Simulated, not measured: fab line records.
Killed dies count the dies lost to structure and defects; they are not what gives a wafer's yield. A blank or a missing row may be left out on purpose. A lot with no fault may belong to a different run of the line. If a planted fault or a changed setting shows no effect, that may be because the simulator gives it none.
What tool caused it? ; flow n5-finfet ; 24 lots, 72 wafers sampled, at 6 steps of a route of 1938

## WHAT THE GAUGES SHOWED, per wafer
N5_BEOL_M7_CD_MEAS_11: the cd target is 38.5 nm. Usual: cd-nm reads 38.4 nm (standard deviation 0.44).
lot;measured;on;cd-nm (nm);flag
L074;day 9 06:55;cd-sem-02;37.7 38.1 38.2;
L075;day 10 00:47;cd-sem-02;38.8 38.2 38.6;
L077;day 10 00:56;cd-sem-01;38.6 38.2 38.3;
L076;day 10 05:52;cd-sem-02;39.1 38.8 39.1;
L078;day 10 06:14;cd-sem-02;38.4 38.6 37.6;
L079;day 10 09:11;cd-sem-03;38.2 38.3 38.3;
L081;day 11 19:55;cd-sem-03;38.5 38.9 38.6;
L082;day 11 19:12;cd-sem-01;39.0 38.6 38.5;
L083;day 11 23:25;cd-sem-03;38.6 39.2 38.4;
L080;day 12 00:17;cd-sem-01;38.3 37.6 38.1;
L084;day 12 03:41;cd-sem-02;38.5 38.2 38.5;
L085;day 12 07:00;cd-sem-02;38.1 38.5 38.2;
L086;day 12 18:13;cd-sem-02;39.3 38.6 37.8;
L090;day 12 23:59;cd-sem-01;37.9 37.8 38.3;
L087;day 13 22:05;cd-sem-01;38.1 38.0 38.5;
L088;day 14 01:32;cd-sem-01;38.2 38.6 38.6;
L089;day 14 03:07;cd-sem-02;37.9 37.1 37.5;
L091;day 14 06:41;cd-sem-02;38.7 37.5 38.6;
L092;day 15 00:54;cd-sem-01;38.6 38.7 38.5;
L094;day 15 17:52;cd-sem-01;38.8 37.9 39.0;
L097;day 15 21:18;cd-sem-02;38.0 37.7 37.8;
L093;day 15 21:51;cd-sem-01;39.3 38.4 38.8;
L095;day 16 06:20;cd-sem-01;38.9 39.4 38.7;
L096;day 16 07:06;cd-sem-01;37.8 37.9 38.4;

N5_BEOL_M7_CD_MEAS_18: pitch 80 nm, target cd 40 nm. Usual: cd-nm reads 40.0 nm (standard deviation 0.53).
lot;measured;on;cd-nm (nm);flag
L074;day 9 07:31;cd-sem-01;39.2 40.1 40.3;
L075;day 10 01:32;cd-sem-03;40.6 39.8 40.3;
L077;day 10 01:40;cd-sem-01;39.8 40.2 40.1;
L076;day 10 06:58;cd-sem-02;40.7 40.5 40.8;
L078;day 10 07:14;cd-sem-01;39.7 40.5 39.3;
L079;day 10 09:49;cd-sem-03;39.5 39.3 39.8;
L081;day 11 20:28;cd-sem-03;40.1 41.0 40.3;
L082;day 11 19:46;cd-sem-03;40.6 40.0 40.2;
L083;day 11 23:59;cd-sem-01;39.9 40.5 39.9;
L080;day 12 00:50;cd-sem-01;40.0 39.0 39.5;
L084;day 12 04:47;cd-sem-02;40.2 40.0 40.0;
L085;day 12 07:35;cd-sem-01;40.0 40.2 39.2;
L086;day 12 18:49;cd-sem-02;40.2 40.1 38.8;
L090;day 13 00:34;cd-sem-03;39.2 39.1 39.8;
L087;day 13 23:02;cd-sem-02;39.8 39.2 39.8;
L088;day 14 02:20;cd-sem-02;39.3 40.1 40.3;
L089;day 14 03:44;cd-sem-02;38.9 38.8 39.0;
L091;day 14 07:24;cd-sem-02;40.0 38.1 40.3;
L092;day 15 01:28;cd-sem-03;40.6 39.6 40.2;
L094;day 15 18:25;cd-sem-02;40.0 40.0 39.9;
L097;day 15 21:56;cd-sem-01;39.6 38.8 39.3;
L093;day 15 22:25;cd-sem-03;40.8 40.0 40.8;
L095;day 16 06:59;cd-sem-03;40.8 41.3 40.7;
L096;day 16 07:44;cd-sem-01;40.0 39.4 40.3;

N5_BEOL_M7_OVL_MEAS_29. Usual: V6_OVL gives -0.1 nm (standard deviation 0.69).
lot;measured;on;V6_OVL (nm);flag
L074;day 9 08:43;overlay-01;-0.7 0.1 -0.6;
L075;day 10 02:14;overlay-01;0.1 -0.4 -0.3;
L077;day 10 02:25;overlay-01;-1.2 -1.2 -1.2;
L076;day 10 08:05;overlay-01;-1.4 -0.6 -0.7;
L078;day 10 07:55;overlay-01;-1.1 -1.4 -1.1;
L079;day 10 11:00;overlay-01;-0.5 0.8 -0.5;
L081;day 11 21:36;overlay-02;0.8 1.0 1.9;
L082;day 11 22:02;overlay-01;0.5 0.1 -0.4;
L083;day 12 03:14;overlay-02;0.6 0.4 -0.8;
L080;day 12 03:25;overlay-02;0.7 0.6 1.1;
L084;day 12 05:19;overlay-02;0.5 0.6 0.3;
L085;day 12 09:48;overlay-01;-0.3 -0.3 0.0;
L086;day 12 19:10;overlay-01;0.0 -0.1 -1.1;
L090;day 13 03:02;overlay-02;0.4 1.2 0.5;
L087;day 14 00:22;overlay-02;0.0 -0.7 0.3;
L088;day 14 02:44;overlay-01;-1.3 0.2 -1.0;
L089;day 14 06:02;overlay-01;0.0 -0.8 -0.3;
L091;day 14 08:51;overlay-02;0.6 0.5 -0.5;
L092;day 15 02:03;overlay-01;0.3 0.2 -0.3;
L094;day 15 20:27;overlay-02;0.3 0.3 -0.1;
L097;day 16 00:06;overlay-02;-0.1 0.2 -0.1;
L093;day 16 01:18;overlay-01;-0.2 1.1 0.3;
L095;day 16 09:19;overlay-01;-0.2 -0.1 -0.4;
L096;day 16 09:15;overlay-02;-0.7 -0.8 -1.4;

## WHAT TOOL EACH LOT RAN ON (gives the tool, then ch and the chambers of the sampled wafers, and finally the start)
lot;N5_BEOL_M6_DESCUM_16;N5_BEOL_M6_PRE_CLEAN_45;N5_BEOL_M7_DESCUM_16
L074;rie-diel-04 ch 0,1, day 8 23:48;pvd-sputter-01, day 9 03:16;rie-diel-02 ch 2,3, day 9 07:03
L075;rie-diel-01 ch 0,1,3, day 9 15:32;pvd-sputter-03, day 9 18:28;rie-diel-02 ch 1,2,3, day 10 00:53
L077;rie-diel-03 ch 2,3, day 9 17:19;pvd-sputter-02, day 9 20:47;rie-diel-02 ch 0,2, day 10 01:13
L076;rie-diel-03 ch 0,2, day 9 20:02;pvd-sputter-02, day 10 00:14;rie-diel-05 ch 0,1,3, day 10 06:31
L078;rie-diel-03 ch 0,2,3, day 9 23:51;pvd-sputter-03, day 10 02:26;rie-diel-05 ch 1,2,3, day 10 06:46
L079;rie-diel-01 ch 0,3, day 10 02:34;pvd-sputter-02, day 10 05:10;rie-diel-05 ch 1,2,3, day 10 09:16
L081;rie-diel-01 ch 0,1,3, day 11 10:35;pvd-sputter-02, day 11 15:59;rie-diel-06 ch 2,3, day 11 20:00
L082;rie-diel-04 ch 0,1,2, day 11 12:02;pvd-sputter-02, day 11 15:49;rie-diel-05 ch 0,3, day 11 19:17
L083;rie-diel-01 ch 0,1, day 11 15:07;pvd-sputter-03, day 11 18:38;rie-diel-05 ch 0,1,3, day 11 23:31
L080;rie-diel-04 ch 0,1, day 11 16:56;pvd-sputter-01, day 11 19:05;rie-diel-05 ch 0,1,3, day 12 00:23
L084;rie-diel-01 ch 0,1,3, day 11 19:19;pvd-sputter-02, day 11 23:19;rie-diel-05 ch 2,3, day 12 04:20
L085;rie-diel-03 ch 1,2,3, day 11 23:00;pvd-sputter-02, day 12 04:12;rie-diel-02 ch 0,1,3, day 12 07:08
L086;rie-diel-01 ch 0,3, day 12 11:46;pvd-sputter-02, day 12 14:38;rie-diel-05 ch 0,1,2, day 12 18:20
L090;rie-diel-03 ch 0,1,2, day 12 15:04;pvd-sputter-01, day 12 18:49;rie-diel-05 ch 0,1,2, day 13 00:06
L087;rie-diel-04 ch 1,3, day 13 09:57;pvd-sputter-01, day 13 17:31;rie-diel-06 ch 1,3, day 13 22:10
L088;rie-diel-01 ch 1,2,3, day 13 17:23;pvd-sputter-02, day 13 19:27;rie-diel-02 ch 0,1, day 14 01:44
L089;rie-diel-03 ch 0,2,3, day 13 18:44;pvd-sputter-01, day 13 22:07;rie-diel-02 ch 0,1,3, day 14 03:13
L091;rie-diel-03 ch 1,2, day 13 22:25;pvd-sputter-02, day 14 02:11;rie-diel-02 ch 1,3, day 14 06:56
L092;rie-diel-01 ch 0,1,3, day 14 17:19;pvd-sputter-03, day 14 20:58;rie-diel-05 ch 0,2,3, day 15 00:59
L094;rie-diel-01 ch 1,2,3, day 15 09:46;pvd-sputter-03, day 15 13:45;rie-diel-05 ch 0,2,3, day 15 17:57
L097;rie-diel-01 ch 1,2, day 15 11:18;pvd-sputter-01, day 15 14:16;rie-diel-02 ch 0,2,3, day 15 21:26
L093;rie-diel-03 ch 0,2,3, day 15 15:05;pvd-sputter-02, day 15 17:45;rie-diel-06 ch 0,1,2, day 15 21:57
L095;rie-diel-04 ch 1,2,3, day 15 21:44;pvd-sputter-03, day 16 01:22;rie-diel-02 ch 1,2, day 16 06:26
L096;rie-diel-03 ch 0,3, day 15 22:59;pvd-sputter-03, day 16 02:10;rie-diel-02 ch 1,2, day 16 07:11
- N5_BEOL_M6_DESCUM_16: chemistry O2, time 7.9 s.
- N5_BEOL_M6_PRE_CLEAN_45: time 30 s.
- N5_BEOL_M7_DESCUM_16: chemistry O2, time 7.9 s.

## WHAT THE TOOLS THEMSELVES READ (means of the sampled wafers that have a number; where no wafer has one, the mark that the record gives instead)
N5_BEOL_M6_DESCUM_16. Usual: chamber-pressure-mTorr 20.000 mTorr, standard deviation 0.018; drypump-motor-current-A 5.48 A, standard deviation 0.29; oes-product-au 0.81 a.u., standard deviation 0.099; rf-vpp-V 243.3 V, standard deviation 1.6; showerhead-plenum-p-Torr 2.10 Torr, standard deviation 0.084; throttle-valve-pct 20.32 %, standard deviation 0.25.
lot;tool;chamber-pressure-mTorr (mTorr);drypump-motor-current-A (A);oes-product-au (a.u.);rf-vpp-V (V);showerhead-plenum-p-Torr (Torr);throttle-valve-pct (%);flag
L074;rie-diel-04;20.006;5.66;0.71;243.3;2.04;20.36;
L075;rie-diel-01;19.990;5.41;0.75;242.5;2.05;20.30;
L077;rie-diel-03;20.004;5.27;0.86;244.9;2.18;20.58;
L076;rie-diel-03;20.003;5.54;0.91;244.0;2.17;20.06;
L078;rie-diel-03;19.987;5.40;0.89;243.6;2.17;20.32;
L079;rie-diel-01;19.988;5.28;0.80;243.2;2.06;20.21;
L081;rie-diel-01;20.009;5.41;0.73;242.2;2.05;20.34;
L082;rie-diel-04;19.997;5.61;0.78;241.5;2.03;20.23;
L083;rie-diel-01;20.000;5.42;0.67;243.4;2.09;20.43;
L080;rie-diel-04;20.000;5.65;0.70;242.6;2.03;20.39;
L084;rie-diel-01;19.990;5.41;0.73;243.0;2.04;20.34;
L085;rie-diel-03;19.999;5.40;0.88;244.2;2.17;20.52;
L086;rie-diel-01;20.002;5.31;0.72;243.7;2.10;20.34;
L090;rie-diel-03;20.007;5.53;0.89;244.5;2.17;20.27;
L087;rie-diel-04;20.018;5.69;0.69;241.3;1.99;20.36;
L088;rie-diel-01;20.007;5.54;0.84;242.8;2.08;20.25;
L089;rie-diel-03;20.021;5.41;0.84;243.9;2.16;20.37;
L091;rie-diel-03;20.002;5.54;0.89;243.8;2.17;20.46;
L092;rie-diel-01;20.009;5.40;0.90;244.5;2.12;20.08;
L094;rie-diel-01;19.988;5.54;0.80;243.0;2.07;20.27;
L097;rie-diel-01;20.000;5.72;0.77;242.6;2.06;20.39;
L093;rie-diel-03;20.008;5.41;0.83;244.2;2.16;20.39;
L095;rie-diel-04;20.003;5.52;0.84;243.4;2.10;20.17;
L096;rie-diel-03;19.994;5.57;0.81;243.3;2.13;20.44;

N5_BEOL_M6_PRE_CLEAN_45. Usual: heater-power-w reads 342 W (standard deviation 25).
lot;tool;heater-power-w (W);flag
L074;pvd-sputter-01;336;
L075;pvd-sputter-03;346;
L077;pvd-sputter-02;353;
L076;pvd-sputter-02;352;
L078;pvd-sputter-03;349;
L079;pvd-sputter-02;330;
L081;pvd-sputter-02;329;
L082;pvd-sputter-02;351;
L083;pvd-sputter-03;346;
L080;pvd-sputter-01;329;
L084;pvd-sputter-02;355;
L085;pvd-sputter-02;355;
L086;pvd-sputter-02;331;
L090;pvd-sputter-01;337;
L087;pvd-sputter-01;332;
L088;pvd-sputter-02;359;
L089;pvd-sputter-01;344;
L091;pvd-sputter-02;336;
L092;pvd-sputter-03;328;
L094;pvd-sputter-03;337;
L097;pvd-sputter-01;349;
L093;pvd-sputter-02;353;
L095;pvd-sputter-03;328;
L096;pvd-sputter-03;330;

N5_BEOL_M7_DESCUM_16. Usual: chamber-pressure-mTorr 19.999 mTorr, standard deviation 0.019; drypump-motor-current-A 6.0 A, standard deviation 0.48; oes-product-au 0.76 a.u., standard deviation 0.093; rf-vpp-V 242.8 V, standard deviation 1.3; showerhead-plenum-p-Torr 2.07 Torr, standard deviation 0.066; throttle-valve-pct 20.45 %, standard deviation 0.26.
lot;tool;chamber-pressure-mTorr (mTorr);drypump-motor-current-A (A);oes-product-au (a.u.);rf-vpp-V (V);showerhead-plenum-p-Torr (Torr);throttle-valve-pct (%);flag
L074;rie-diel-02;20.008;6.1;0.72;241.4;2.05;20.53;
L075;rie-diel-02;19.998;6.0;0.72;242.9;2.08;20.54;
L077;rie-diel-02;19.996;6.0;0.71;243.1;2.07;20.56;
L076;rie-diel-05;19.993;5.7;0.77;242.6;2.06;20.34;
L078;rie-diel-05;19.999;5.9;0.71;241.3;2.04;20.51;
L079;rie-diel-05;19.995;5.9;0.70;242.9;2.04;20.51;
L081;rie-diel-06;19.991;6.3;0.70;242.0;2.04;20.70;
L082;rie-diel-05;20.014;5.4;0.77;244.3;2.09;20.32;
L083;rie-diel-05;19.994;5.6;0.76;242.4;2.06;20.35;
L080;rie-diel-05;20.002;5.6;0.76;243.3;2.06;20.36;
L084;rie-diel-05;19.994;5.7;0.80;242.6;2.07;20.36;
L085;rie-diel-02;19.996;6.2;0.73;243.6;2.09;20.66;
L086;rie-diel-05;19.999;6.2;0.84;242.7;2.06;20.25;
L090;rie-diel-05;20.011;6.1;0.83;242.1;2.06;20.26;
L087;rie-diel-06;19.999;5.7;0.73;242.4;2.06;20.39;
L088;rie-diel-02;19.977;6.2;0.70;243.1;2.11;20.69;
L089;rie-diel-02;20.033;6.3;0.71;244.4;2.08;20.67;
L091;rie-diel-02;20.003;6.2;0.73;242.5;2.06;20.65;
L092;rie-diel-05;19.988;6.0;0.81;242.1;2.08;20.22;
L094;rie-diel-05;19.995;6.0;0.81;243.1;2.08;20.23;
L097;rie-diel-02;20.014;6.4;0.79;241.7;2.04;20.59;
L093;rie-diel-06;20.009;6.3;0.84;244.0;2.12;20.31;
L095;rie-diel-02;20.000;5.8;0.76;243.9;2.12;20.43;
L096;rie-diel-02;20.009;5.8;0.86;243.1;2.09;20.32;

## THE ANSWER, worked out from the rows above alone
Rule: take the mean of a lot's wafers that have a number; if it is more than 3 standard deviations from the usual mean, the lot is off. Also off: a lot with no number at a reading for which 4 or more lots have one. Where the step has rows for the other lots, those lots are counted as sound. First the gauges in route order, then the tools' own readings, where a lot's mean is used as printed above. At the first step where some lot is off, the reading lying furthest off is the one used; lots without a number count as furthest.
No lot is off at any reading shown: from this, nothing can be told.

## WHAT THE SIMULATOR HAD INSERTED
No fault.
